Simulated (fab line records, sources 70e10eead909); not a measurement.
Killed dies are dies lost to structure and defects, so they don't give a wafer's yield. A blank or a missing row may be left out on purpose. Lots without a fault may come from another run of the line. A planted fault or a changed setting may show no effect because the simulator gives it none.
fab line records | flow nand_harc
record lots=13 wafers=39 last_day=31
route steps=1302 shown P_BONDPAD@369 THIN_TSV@1246 END@1302
lots that met no fault: from a run of the same line without faults
start_h: hours from the record's first day to the start of the lot's first wafer shown | wait_h: hours since the lot's step before | " the same as in the row above | L1.1+2: a row that stands for several wafers | - no value, or no start given | * or withheld: withheld | < > ~ a bound
route shown NAME@n: a module of which the file shows steps, and the number in the route of the first | usual: mean/standard deviation of fault-free wafers | same: alike in all rows | chamber/n: place in a boat | sites: the reading at each site | _std_site: their standard deviation | _edge_site: outer sites' mean less inner sites' | radius_mm: how far each site lies from the wafer's centre | mask NAME#n: copy n | behind: the tool/chamber that last shaped the wafer | hold: why the lot was held/for how many hours/how that ended | device: the transistor (n, p or np) that didn't switch | end of line: the same wafers' tests at the end of the route | a step without rows: its recipe alone | killed: dies lost to structure and defects at the first sort, not the wafer's yield | map: a wafer's dies, x killed, . not, _ none there
set.NAME: the setting as run; set.NAME@STEP: as run at that earlier step | model.NAME: the simulator's own value behind a step, which no gauge read
steps of the route over a sample of lots; a table a step, a row a wafer
services: from which hour (start_h, from the record's first day; less than 0 if before it) a tool's chamber was out of use, for how many hours, and why
## steps
# step NHARC_P_BONDPAD_ETCH_12
# recipe target_depth_a=2000 time_s=100 chf3_flow_sccm=50 o2_flow_sccm=10 ar_flow_sccm=200 rf_w=500 bias_w=200 chemistry=CHF3/O2
# usual chamber_pressure_mTorr=25.003/0.025 drypump_motor_current_A=5.6/0.47 oes_product_au=0.946/0.024 rf_vpp_V=371.3/2.8 showerhead_plenum_p_Torr=2.44/0.12 throttle_valve_pct=20.573/0.0093
# columns lot.wafer tool chamber start_h wait_h chamber_pressure_mTorr drypump_motor_current_A oes_product_au rf_hours_counter_h rf_vpp_V showerhead_plenum_p_Torr throttle_valve_pct
L700.1 rie_diel-08 3 141.96 - 24.990 5.7 0.936 4 371.0 2.40 20.571
L700.2 " 0 " " 25.060 5.5 0.927 9 366.8 2.24 20.565
L700.5 " 3 " " 24.999 5.7 0.929 - 369.7 2.40 20.594
L701.2 rie_diel-12 2 152.08 - 24.940 5.4 0.970 1 373.7 2.55 20.572
L701.6 " 2 " " 24.978 5.4 0.969 - 373.3 2.55 20.582
L701.5 " 3 " " 25.006 5.7 0.982 - 373.8 2.56 20.570
L702.2 rie_diel-05 2 165.11 - 25.015 5.8 0.911 5 367.8 2.24 20.565
L702.3 " 0 " " 25.015 6.3 0.974 4 370.8 2.45 20.568
L702.6 " 2 " " 24.980 5.7 0.920 - 365.5 2.25 20.573
L703.3 rie_diel-08 3 176.97 - 24.990 5.7 0.929 7 370.5 2.40 20.585
L703.1 " 2 " " 24.967 4.6 0.932 12 368.8 2.30 20.571
L703.6 " 3 " " 24.953 5.7 0.929 - 369.9 2.40 20.560
L704.2 rie_diel-05 1 180.83 - 25.025 5.1 0.964 6 372.7 2.50 20.573
L704.1 " 3 " " 25.048 5.3 0.983 6 368.0 2.28 20.571
L704.6 " 1 " " 25.056 5.1 0.960 - 373.1 2.50 20.568
L706.3 rie_diel-12 2 209.11 - 24.989 5.4 0.939 3 374.3 2.55 20.576
L706.4 " 3 " " 25.016 5.7 0.926 2 372.4 2.56 20.579
L706.2 " 0 " " 25.018 4.9 0.925 2 373.3 2.58 20.569
L707.3 rie_diel-05 3 215.72 - 25.016 5.3 0.932 8 367.8 2.28 20.559
L707.5 " 1 " " 24.976 5.1 0.926 - 371.3 2.50 20.585
L707.6 " 2 " " 25.015 5.7 0.918 - 367.4 2.24 20.570
L708.1 rie_diel-05 2 226.01 - 24.953 5.7 0.958 9 366.9 2.24 20.574
L708.4 " 3 " " 25.028 5.3 0.949 9 367.5 2.28 20.567
L708.2 " 1 " " 25.019 5.1 0.978 9 373.3 2.50 20.563
L710.3 rie_diel-12 1 242.50 - 24.984 6.2 0.971 4 372.6 2.52 20.565
L710.1 " 2 " " 25.011 5.4 0.982 4 374.2 2.55 20.580
L710.2 " 3 " " 24.976 5.7 0.971 4 373.3 2.56 20.571
L713.3 rie_diel-12 1 282.18 - 24.977 6.1 0.967 0 373.3 2.52 20.597
L713.6 " 2 " " 25.013 5.4 0.969 - 372.9 2.55 20.576
L713.4 " 3 " " 25.035 5.7 0.940 - 373.3 2.56 20.590
L712.2 rie_diel-12 3 284.40 0.1 25.030 5.7 0.945 0 373.2 2.56 20.564
L712.1 " 2 " " 25.031 5.4 0.964 0 372.8 2.55 20.573
L712.6 " 3 " " 24.999 5.7 0.944 - 374.3 2.56 20.567
L714.2 rie_diel-12 2 286.07 0.1 25.053 5.4 0.957 0 373.6 2.55 20.555
L714.4 " 3 " " 24.995 5.7 0.932 - 375.4 2.56 20.562
L714.3 " 2 " " 24.952 5.4 0.961 - 373.3 2.55 20.592
L716.2 rie_diel-12 2 306.14 - 25.022 5.4 0.944 1 372.7 2.55 20.556
L716.4 " 0 " " 25.025 4.9 0.933 0 374.6 2.57 20.580
L716.5 " 2 " " 25.003 5.4 0.946 - 373.8 2.55 20.559
# step NHARC_THIN_TSV_THK_MEAS_02
# recipe thk_meas_gauge=ir
# usual thk_nm=2974/230
# columns lot.wafer tool chamber start_h wait_h thk_nm
L700.1 film_metro-01 - 545.91 - 3474
L700.2 " - " " 3196
L700.5 " - " " 3220
L702.2 film_metro-02 - 562.22 0.2 3148
L702.3 " - " " 2808
L702.6 " - " " 2521
L701.2 film_metro-02 - 563.43 - 3008
L701.5 " - " " 2478
L701.6 " - " " 2604
L704.1 film_metro-01 - 579.81 - 3183
L704.2 " - " " 3123
L704.6 " - " " 2879
L703.1 film_metro-01 - 594.41 - 2752
L703.3 " - " " 2848
L703.6 " - " " 2948
L706.2 film_metro-02 - 613.11 - 2606
L706.3 " - " " 3189
L706.4 " - " " 2781
L707.3 film_metro-02 - 620.79 - 2776
L707.5 " - " " 2896
L707.6 " - " " 2859
L708.1 film_metro-02 - 632.57 - 3132
L708.2 " - " " 2661
L708.4 " - " " 3157
L710.1 film_metro-02 - 659.20 - 3579
L710.2 " - " " 3224
L710.3 " - " " 3268
L713.3 film_metro-01 - 677.17 - 2929
L713.4 " - " " 3376
L713.6 " - " " 3241
L714.2 film_metro-02 - 678.34 - 3081
L714.3 " - " " 3096
L714.4 " - " " 2647
L712.1 film_metro-01 - 695.43 0.2 3265
L712.2 " - " " 2675
L712.6 " - " " 2877
L716.2 film_metro-02 - 727.97 - 2605
L716.4 " - " " 2721
L716.5 " - " " 2410
# step NHARC_THIN_TSV_DEP_47
# recipe target_thk_a=2000 temp_c=withheld pressure_torr=6.5 rf_w=900 teos_flow_sccm=161.4 flow_sccm=2650 target_thk_nm=200 gas=O2 material=SiO2
# usual throttle_valve_pct=15.9/0.45
# columns lot.wafer tool chamber start_h wait_h throttle_valve_pct
L700.2 pecvd-04 2 548.82 - 16.4
L700.1 " 0 " " 16.0
L700.5 " 2 " " 16.3
L702.2 pecvd-03 1 565.04 - 15.8
L702.3 " 2 " " 16.0
L702.6 " 0 " " 15.3
L701.2 pecvd-02 1 566.34 - 15.4
L701.6 " 2 " " 15.9
L701.5 " 0 " " 16.2
L704.1 pecvd-03 1 582.69 - 15.6
L704.2 " 2 " " 16.2
L704.6 " 0 " " 15.2
L703.3 pecvd-04 0 597.33 - 15.7
L703.1 " 1 " " 16.6
L703.6 " 2 " " 16.6
L706.2 pecvd-04 2 616.12 - 16.4
L706.3 " 0 " " 16.0
L706.4 " 0 " " 15.9
L707.3 pecvd-03 1 623.87 - 15.8
L707.5 " 0 " " 15.4
L707.6 " 2 " " 16.1
L708.2 pecvd-03 2 635.66 - 16.1
L708.1 " 1 " " 15.8
L708.4 " 1 " " 15.4
L710.1 pecvd-02 0 662.00 - 16.5
L710.2 " 1 " " 15.2
L710.3 " 2 " " 15.4
L713.3 pecvd-04 0 680.07 - 15.6
L713.4 " 0 " " 15.9
L713.6 " 2 " " 15.7
L714.2 pecvd-02 0 681.26 - 16.9
L714.3 " 1 " " 15.8
L714.4 " 1 " " 15.5
L712.2 pecvd-03 2 698.31 - 15.9
L712.1 " 1 " " 15.5
L712.6 " 1 " " 15.8
L716.2 pecvd-02 1 730.95 - 15.6
L716.4 " 2 " " 15.7
L716.5 " 0 " " 16.4
# step NHARC_END_SORT_01
# recipe temp_c=25
# usual defect_limited_yield=92.7/2.6 killed_at_array=45/18 killed_at_other=0.9/1.3 killed_at_periphery=3.7/2.2 killed_dies=50/18 killed_open=3.2/1.9 killed_short=2.4/1.6 sort_bin_2_pct=2.5/1.1 sort_bin_3_pct=0.6/0.36 sort_bin_4_pct=4.3/1.5 sort_n_pass=627/18 sort_rim_yield_pct=92/4.3 sort_yield_pct=92.7/2.6
# same gross_dies=677 sort_bin_5_pct[%]=0 sort_bin_6_pct[%]=0 sort_bin_7_pct[%]=0 sort_bin_8_pct[%]=0 sort_rim_n_gross=106.00
# columns lot.wafer tool chamber start_h wait_h defect_limited_yield[%] killed_at_array killed_at_other killed_at_periphery killed_dies killed_open killed_short sort_bin_2_pct[%] sort_bin_3_pct[%] sort_bin_4_pct[%] sort_n_pass sort_rim_yield_pct[%] sort_yield_pct[%]
L703.1 prober-02 0 610.25 2.5 90.0 65 1 2 68 7 1 3.0 0.1 6.9 609 88 90.0
L703.3 prober-02 0 611.84 3.1 91.0 58 0 3 61 1 1 2.8 0.6 5.6 616 89 91.0
L703.6 prober-02 0 614.22 4.0 89.2 72 0 1 73 3 1 4.1 0.3 6.4 604 98 89.2
L708.1 prober-01 0 648.58 2.5 91.3 54 3 2 59 0 2 2.8 0.7 5.2 618 96 91.3
L708.2 prober-01 0 649.37 2.8 92.6 47 2 1 50 3 6 2.7 0.7 4.0 627 84 92.6
L708.4 prober-01 0 650.96 3.4 92.0 52 1 1 54 0 2 3.7 0.1 4.1 623 92 92.0
L710.1 prober-02 0 676.52 2.5 88.2 73 0 7 80 2 2 3.5 1.0 7.2 597 98 88.2
L714.2 prober-01 0 701.34 2.8 82.1 49 2 70 121 3 1 6.6 2.8 8.4 556 92 82.1
L714.3 prober-01 0 702.14 3.1 82.1 59 1 61 121 4 3 8.4 2.8 6.6 556 99 82.1
L714.4 prober-01 0 702.94 3.4 92.0 52 0 2 54 5 3 2.2 0.9 4.9 623 86 92.0
L716.2 prober-02 0 745.03 2.8 81.8 51 0 72 123 3 4 6.1 3.7 8.4 554 95 81.8
L716.4 prober-02 0 746.65 3.4 93.1 43 0 4 47 4 2 3.0 0.6 3.4 630 99 93.1
L716.5 prober-02 0 747.46 3.7 86.4 22 1 69 92 0 2 7.7 1.9 4.0 585 91 86.4
# killed by level:class
L703.1 A_SLIT:chamber_film_flake=32 A_CHANNEL_HOLE_D2:chamber_film_flake=15 A_CHANNEL_FILL_D1:geometric_particle:open=2 A_DECK1_JOINT:geometric_particle:open=2 A_CHANNEL_FILL_D1:chamber_film_flake=2 A_CONTACT:chamber_film_flake=2 A_BONDPAD:chamber_film_flake=2 P_GATE:geometric_particle:short=1
L703.3 A_CHANNEL_HOLE_D2:chamber_film_flake=35 A_SLIT:chamber_film_flake=12 A_BONDPAD:chamber_film_flake=4 P_M0:chamber_film_flake=2 A_STAIRCASE:chamber_film_flake=2 P_GATE:geometric_particle:open=1 A_M0:geometric_particle:short=1 A_CHANNEL_HOLE_D1:chamber_film_flake=1
L703.6 A_CHANNEL_HOLE_D2:chamber_film_flake=35 A_SLIT:chamber_film_flake=25 A_CONTACT:chamber_film_flake=4 A_STAIRCASE:chamber_film_flake=2 A_M0:chamber_film_flake=2 P_GATE:geometric_particle:open=1 A_ONON_D1:geometric_particle:open=1 A_WL_FILL:geometric_particle:short=1
L708.1 A_SLIT:chamber_film_flake=33 A_CHANNEL_HOLE_D2:chamber_film_flake=9 THIN_TSV:chamber_film_flake=3 A_CHANNEL_HOLE_D1:chamber_film_flake=2 A_CHANNEL_FILL_D2:chamber_film_flake=2 A_CONTACT:chamber_film_flake=2 A_BONDPAD:chamber_film_flake=2 A_CHANNEL_HOLE_D2:geometric_particle:short=1
L708.2 A_SLIT:chamber_film_flake=17 A_CHANNEL_HOLE_D2:chamber_film_flake=7 A_STAIRCASE:chamber_film_flake=4 A_CHANNEL_HOLE_D1:chamber_film_flake=3 A_DECK1_JOINT:geometric_particle:short=2 A_CHANNEL_FILL_D1:chamber_film_flake=2 A_WL_FILL:chamber_film_flake=2 A_CONTACT:chamber_film_flake=2
L708.4 A_SLIT:chamber_film_flake=32 A_CHANNEL_HOLE_D2:chamber_film_flake=7 A_CHANNEL_HOLE_D1:chamber_film_flake=4 A_STAIRCASE:chamber_film_flake=3 A_ONON_D1:geometric_particle:short=1 A_SGD_CUT:geometric_particle:short=1 P_STI:chamber_film_flake=1 A_CHANNEL_FILL_D1:chamber_film_flake=1
L710.1 A_CHANNEL_HOLE_D1:chamber_film_flake=32 A_SLIT:chamber_film_flake=31 P_GATE:chamber_film_flake=4 P_ZERO_WELL:chamber_film_flake=2 A_CHANNEL_HOLE_D2:chamber_film_flake=2 A_STAIRCASE:chamber_film_flake=2 P_M0:geometric_particle:open=1 A_CHANNEL_HOLE_D1:geometric_particle:short=1
L714.2 P_BONDPAD:unspecified=66 A_CHANNEL_HOLE_D1:chamber_film_flake=16 A_CHANNEL_HOLE_D2:chamber_film_flake=13 A_STAIRCASE:chamber_film_flake=8 A_WL_FILL:chamber_film_flake=4 A_CONTACT:chamber_film_flake=4 P_GATE:chamber_film_flake=2 P_CONTACT:geometric_particle:open=1
L714.3 P_BONDPAD:unspecified=60 A_CHANNEL_HOLE_D1:chamber_film_flake=28 A_CHANNEL_HOLE_D2:chamber_film_flake=15 A_SLIT:chamber_film_flake=4 A_CONTACT:chamber_film_flake=3 A_CHANNEL_HOLE_D1:geometric_particle:open=1 A_DECK1_JOINT:geometric_particle:short=1 A_ONON_D2:geometric_particle:open=1
L714.4 A_CHANNEL_HOLE_D1:chamber_film_flake=16 A_CHANNEL_HOLE_D2:chamber_film_flake=10 A_CONTACT:chamber_film_flake=8 A_STAIRCASE:chamber_film_flake=4 A_DECK1_JOINT:geometric_particle:open=2 A_DECK1_JOINT:chamber_film_flake=2 A_SGD_CUT:chamber_film_flake=2 A_WL_FILL:chamber_film_flake=2
L716.2 P_BONDPAD:unspecified=65 A_CHANNEL_HOLE_D1:chamber_film_flake=34 A_CONTACT:chamber_film_flake=8 P_STI:chamber_film_flake=2 A_SLIT:chamber_film_flake=2 A_WL_FILL:chamber_film_flake=2 P_STI:geometric_particle:open=1 P_GATE:geometric_particle:short=1
L716.4 A_CHANNEL_HOLE_D1:chamber_film_flake=28 A_CONTACT:chamber_film_flake=4 P_STI:chamber_film_flake=2 A_CHANNEL_FILL_D2:chamber_film_flake=2 P_CONTACT:geometric_particle:open=1 A_SOURCE_PLATE:geometric_particle:short=1 A_SOURCE_PLATE:geometric_particle:open=1 A_CHANNEL_FILL_D1:geometric_particle:open=1
L716.5 P_BONDPAD:unspecified=66 A_CHANNEL_HOLE_D1:chamber_film_flake=10 A_CONTACT:chamber_film_flake=6 A_SLIT:chamber_film_flake=3 A_WL_FILL:geometric_particle:short=1 STARTING-WAFER:geometric_particle:short=1 P_STI:chamber_film_flake=1 P_M2:chamber_film_flake=1
## services
# columns tool chamber start_h hours kind
pecvd-03 - 123.01 0.2 repair
pecvd-03 - 163.01 1.2 repair
pecvd-03 - 185.08 13.0 pm
rie_diel-12 2 217.55 3.5 repair
pecvd-03 - 221.00 0.6 repair
pecvd-03 - 237.40 2.7 repair
pecvd-03 - 255.86 0.9 repair
rie_diel-12 0 261.36 35.6 repair
rie_diel-12 - 268.40 9.0 pm
rie_diel-12 1 284.24 14.7 repair
rie_diel-12 2 290.30 5.6 repair
pecvd-03 - 366.24 13.0 pm
rie_diel-12 1 415.64 6.8 repair
pecvd-03 - 430.47 0.7 repair
rie_diel-12 1 434.23 4.2 repair
rie_diel-12 - 445.46 9.0 pm
rie_diel-12 3 494.07 4.1 repair
rie_diel-12 0 496.24 12.7 repair
pecvd-03 - 547.24 13.0 pm
rie_diel-12 - 622.46 9.0 pm
rie_diel-12 - 651.09 1.5 repair
pecvd-03 1 680.71 5.1 repair
pecvd-03 - 690.78 0.8 repair
pecvd-03 - 728.24 13.0 pm
## key
first_sign step=NHARC_END_SORT_01 reading=killed_at_periphery direction=up sigmas=29 usual=3.7 struck=68
effect step=NHARC_END_SORT_01 reading=killed_dies direction=up sigmas=3.6 usual=50 struck=114
more_kills_born_at NHARC_P_BONDPAD_ETCH_12@rie_diel-12=257
met_at NHARC_P_BONDPAD_ETCH_12
struck_lots L714,L716
struck_wafers L714.2,L714.3,L716.2,L716.5
not_acting_at NHARC_THIN_TSV_THK_MEAS_02,NHARC_THIN_TSV_DEP_47
onset_between 284.40 286.07
fault kind=chamber_particle_source tool=rie_diel-12 chamber=2 onset_h=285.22 steps=NHARC_P_BONDPAD_ETCH_12 rate_per_visit_cm2=0.37914 end_h=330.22
